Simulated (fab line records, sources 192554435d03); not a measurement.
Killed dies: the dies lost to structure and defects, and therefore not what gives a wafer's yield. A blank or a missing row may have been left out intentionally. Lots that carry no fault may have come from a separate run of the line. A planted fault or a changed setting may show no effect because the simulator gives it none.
Chamber matching	flow n5-finfet	N5_BEOL_M7_DESCUM_16 on rie-diel-06 has 4 sister chambers
The step chemistry O2, time 7.9 s. 4 wafers are shown with their chamber, then 9 later ones without.

## WAFERS, EACH WITH ITS CHAMBER
wafer	chamber	showerhead-plenum-p-Torr (Torr)
L084.1	2	2.16
L086.2	1	1.98
L086.4	0	2.05
L086.5	3	2.01

## WAFERS WITHOUT THEIR CHAMBER
wafer	showerhead-plenum-p-Torr (Torr)
L089.2	1.97
L089.3	2.05
L089.5	2.05
L090.2	2.00
L090.4	1.97
L090.6	2.05
L093.2	2.24
L093.4	2.04
L093.6	2.15

## THE CHAMBER EACH PASSED THROUGH
wafer	from the rows above	in truth
L089.2	can't be placed: 1 or 3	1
L089.3	can't be placed: 0 or 3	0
L089.5	can't be placed: 0 or 3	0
L090.2	can't be placed: 3 or 1 or 0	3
L090.4	can't be placed: 1 or 3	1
L090.6	can't be placed: 0 or 3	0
L093.2	2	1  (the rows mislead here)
L093.4	can't be placed: 0 or 3 or 1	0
L093.6	2	2
1 of 9 placed correctly. Can't be placed from these rows: 7 (the true chamber is among the candidates in 7). Placed wrongly: 1.
How it was worked out, from the rows above alone: a wafer's distance from a chamber is the root of the sum, over the readings, of the square of ((its reading less the chamber's mean) divided by the reading's scatter). If the next closest chamber is less than 2 further off than the closest, the wafer can't be placed; otherwise it belongs to the closest. The mean given for a chamber averages the wafers shown for that chamber. The scatter: root of mean squared gap, hidden wafer to nearest shown wafer, with one shown wafer a chamber.
